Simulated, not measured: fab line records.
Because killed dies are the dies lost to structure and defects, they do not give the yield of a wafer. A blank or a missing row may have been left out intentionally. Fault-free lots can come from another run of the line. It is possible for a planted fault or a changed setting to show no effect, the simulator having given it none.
Matching of chambers | flow nand-harc | NHARC_P_ZERO_WELL_DESCUM_39 on rie-diel-01: 4 sister chambers
The step chemistry O2, time 3 s. 8 wafers are shown with their chamber, then 7 later ones without.

== WAFERS PAIRED WITH THEIR CHAMBERS ==
wafer  | chamber | showerhead-plenum-p-Torr (Torr) | throttle-valve-pct (%)
L665.2 | 3       | 1.79                            | 11.308
L667.1 | 0       | 1.96                            | 11.326
L671.5 | 2       | 1.80                            | 11.314
L678.1 | 0       | 1.95                            | 11.314
L678.2 | 1       | 1.83                            | 11.294
L678.6 | 1       | 1.83                            | 11.314
L681.1 | 2       | 1.79                            | 11.310
L681.3 | 3       | 1.77                            | 11.296

== WAFERS MISSING THEIR CHAMBER ==
wafer  | showerhead-plenum-p-Torr (Torr) | throttle-valve-pct (%)
L681.5 | 1.83                            | 11.304
L687.1 | 2.07                            | 11.303
L687.2 | 1.79                            | 11.318
L687.6 | 2.07                            | 11.312
L688.2 | 2.07                            | 11.304
L688.3 | 1.79                            | 11.324
L688.6 | 1.94                            | 11.307

== CHAMBER TAKEN BY EACH ==
wafer  | from the rows above     | in truth
L681.5 | 1                       | 1
L687.1 | 0                       | 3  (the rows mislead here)
L687.2 | can't be placed: 2 or 3 | 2
L687.6 | 0                       | 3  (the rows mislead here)
L688.2 | 0                       | 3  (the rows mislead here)
L688.3 | can't be placed: 2 or 3 | 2
L688.6 | 0                       | 0
Correctly placed: 2 of 7. Can't be placed from these rows: 2 (the true chamber is among the candidates in 2). Placed wrongly: 3.
How it was worked out, from the rows above alone: a wafer's distance from a chamber is the root of the sum, over the readings, of the square of ((its reading less the chamber's mean) divided by the reading's scatter). The wafer belongs to the nearest chamber; if the next one is less than 2 further off, it can't be placed. The mean given for a chamber averages the wafers shown for that chamber. The scatter is the square root of a quotient: the sum, over the shown wafers, of each reading's squared deviation from its chamber's mean, divided by wafers minus chambers.
